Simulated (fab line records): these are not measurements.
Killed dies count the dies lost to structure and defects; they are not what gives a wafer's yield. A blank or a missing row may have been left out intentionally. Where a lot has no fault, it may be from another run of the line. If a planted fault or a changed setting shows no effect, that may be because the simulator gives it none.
Matching of chambers / flow n5 finfet / 4 sister chambers for N5_HKMG_FIN_ALD_74 on ald hk-01
The step deposits La2O3, target thk 0.5 nm, pulse time 6 s, co reactant pulse time 1 s. 4 wafers are shown with their chamber, then 11 later ones without.

WAFERS, EACH WITH ITS CHAMBER
wafer=L090.6; chamber=1; heater power w (W)=366
wafer=L093.1; chamber=3; heater power w (W)=300
wafer=L093.3; chamber=0; heater power w (W)=377
wafer=L094.3; chamber=2; heater power w (W)=352

WAFERS WITHOUT THEIR CHAMBER
wafer=L094.5; heater power w (W)=361
wafer=L094.6; heater power w (W)=384
wafer=L095.2; heater power w (W)=301
wafer=L095.4; heater power w (W)=354
wafer=L095.5; heater power w (W)=364
wafer=L096.3; heater power w (W)=301
wafer=L096.4; heater power w (W)=351
wafer=L096.5; heater power w (W)=355
wafer=L097.1; heater power w (W)=304
wafer=L097.3; heater power w (W)=372
wafer=L097.4; heater power w (W)=354

EACH ONE'S CHAMBER
wafer=L094.5; from the rows above=can't be placed: 1 or 2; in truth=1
wafer=L094.6; from the rows above=0; in truth=0
wafer=L095.2; from the rows above=3; in truth=3
wafer=L095.4; from the rows above=2; in truth=2
wafer=L095.5; from the rows above=1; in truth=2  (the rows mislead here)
wafer=L096.3; from the rows above=3; in truth=3
wafer=L096.4; from the rows above=2; in truth=2
wafer=L096.5; from the rows above=2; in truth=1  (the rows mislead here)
wafer=L097.1; from the rows above=3; in truth=3
wafer=L097.3; from the rows above=can't be placed: 0 or 1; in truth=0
wafer=L097.4; from the rows above=2; in truth=2
Placed correctly: 7 of 11. From these rows, 2 cannot be placed; in 2 the true chamber is one of the candidates. Wrongly placed: 2.
How it was worked out, from the rows above alone: a wafer's distance from a chamber is the root of the sum, over the readings, of the square of ((its reading less the chamber's mean) divided by the reading's scatter). The wafer belongs to the nearest chamber; if the next one is less than 2 further off, it can't be placed. A chamber's mean is the mean of its shown wafers. The scatter: root of mean squared gap, hidden wafer to nearest shown wafer, with one shown wafer a chamber.
